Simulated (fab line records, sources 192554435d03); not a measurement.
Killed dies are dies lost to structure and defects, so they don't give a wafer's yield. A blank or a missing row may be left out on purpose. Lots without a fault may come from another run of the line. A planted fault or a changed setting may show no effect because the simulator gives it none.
Split-lot experiment | flow n5_finfet | 7 lots, 21 wafers read, on a route of 1938 steps

THE SPLIT
At N5_BEOL_M8_DESCUM_33 (chemistry O2, time 7 s), the setting time_s was moved away from the recipe's 7 s on 6 of the 21 wafers read, by -11.3% to +14.6%. The other wafers ran this setting at the recipe's value.

FROM THE SPLIT TO THE READING: what the file shows between them, 1 step
- N5_BEOL_M8_ETCH_72: etches underlayer in N2/H2, target depth 6.5 nm, time 5.2 s

THE READING
CAR-EUV_of_BEOL_M8_COAT_22.thk_nm (the simulator's own value, which no gauge read), in nm, at N5_BEOL_M8_ETCH_65 (etches SiARC in CF4, target depth 15.6 nm, time 26 s). The file gives no usual value for it. The 15 wafers here that ran the recipe average 11.1 nm, standard deviation 0.1 nm.

wafer  | tool, chamber at the split | time_s as run, s | against the recipe | CAR-EUV_of_BEOL_M8_COAT_22.thk_nm, nm | against lot-mates on the recipe
L075.1 | rie_diel-06, 1,3           | 7                | recipe             | 11.2                                  | -
L075.3 | rie_diel-06, 1,3           | 7                | recipe             | 11.2                                  | -
L075.4 | rie_diel-06, 1             | 7                | recipe             | 11.2                                  | -
L084.3 | rie_diel-01, 2             | 7                | recipe             | 11.2                                  | -
L084.4 | rie_diel-01, 0,3           | 7                | recipe             | 11                                    | -
L084.6 | rie_diel-01, 0,3           | 7                | recipe             | 11                                    | -
L083.1 | rie_diel-01, 3             | 7                | recipe             | 11                                    | -
L083.2 | rie_diel-01, 0             | 7                | recipe             | 11                                    | -
L083.6 | rie_diel-01, 3             | 7                | recipe             | 11                                    | -
L089.1 | rie_diel-05, 2,3           | 7                | recipe             | 11.2                                  | -
L089.2 | rie_diel-05, 2,3           | 7                | recipe             | 11                                    | -
L089.4 | rie_diel-05, 0             | 6.498            | -7.2%              | 11.4                                  | +0.3
L091.4 | rie_diel-06, 2,3           | 8.021            | +14.6%             | 10.6                                  | -0.4
L091.5 | rie_diel-06, 2,3           | 8.021            | +14.6%             | 10.6                                  | -0.4
L091.6 | rie_diel-06, 2             | 7                | recipe             | 11                                    | -
L095.3 | rie_diel-06, 0             | 7.996            | +14.2%             | 10.6                                  | -0.6
L095.4 | rie_diel-06, 1             | 7                | recipe             | 11.2                                  | -
L095.5 | rie_diel-06, 1             | 7.996            | +14.2%             | 10.8                                  | -0.4
L097.2 | rie_diel-06, 1             | 6.212            | -11.3%             | 11.6                                  | +0.5
L097.4 | rie_diel-06, 2             | 7                | recipe             | 11.2                                  | -
L097.5 | rie_diel-06, 2             | 7                | recipe             | 11                                    | -
Where a row lists several chambers, the file gives one row for several wafers and doesn't say which wafer went through which chamber.

THE FIT
A straight line over all 21 wafers: CAR-EUV_of_BEOL_M8_COAT_22.thk_nm changes by -0.0339 nm for each +1% of time_s; r = -0.92; the points scatter about the line by 0.1 nm.
The same after taking each lot's own level away (the mean of its wafers on the recipe; 21 wafers): -0.034 nm for each +1%; r = -0.95; scatter 0.079 nm.
On that fit, the largest move of time_s shifts the reading by 0.5 nm.
The lots' own levels span 11.00 to 11.20 nm, that is 2.0 times the standard deviation above.
So the lot-to-lot level changes the slope little: the two slopes agree.
Check: with one of the wafers moved furthest among these (+14.6%) left out of the fit, the line predicts -0.503 nm for it against its lot-mates. It came out at -0.4 nm against them.

OTHER SPLITS ON THESE WAFERS
These wafers also went through other splits before the reading. Each is held against what the fit with the lots' levels taken away leaves over:
other split on the same wafers | wafers away from the commonest value | r with CAR-EUV_of_BEOL_M8_COAT_22.thk_nm (lot level and that fit taken away)
N5_BEOL_M7_COAT_05 spin_rpm    | 8                                    | -0.22
N5_BEOL_M8_COAT_63 spin_rpm    | 8                                    | +0.40

THE WHOLE CHAIN: every reading that the file lists as answering this split, in the file's order
step                 | what it does                                                | reading                                                                            | change (the file's fit)                | r (the file's)
N5_BEOL_M8_DESCUM_33 | chemistry O2, time 7 s                                      | CAR-EUV_of_BEOL_M8_COAT_22.thk_nm (the simulator's own value, which no gauge read) | -0.0299 nm for each +1% of the setting | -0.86
N5_BEOL_M8_ETCH_72   | etches underlayer in N2/H2, target depth 6.5 nm, time 5.2 s | CAR-EUV_of_BEOL_M8_COAT_22.thk_nm (the simulator's own value, which no gauge read) | -0.033 nm for each +1% of the setting  | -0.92
N5_BEOL_M8_ETCH_65   | etches SiARC in CF4, target depth 15.6 nm, time 26 s        | CAR-EUV_of_BEOL_M8_COAT_22.thk_nm (the simulator's own value, which no gauge read) | -0.0349 nm for each +1% of the setting | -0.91

THE FILE'S OWN FIT
CAR-EUV_of_BEOL_M8_COAT_22.thk_nm changes by -0.0349 nm for each +1% of time_s, r = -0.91.
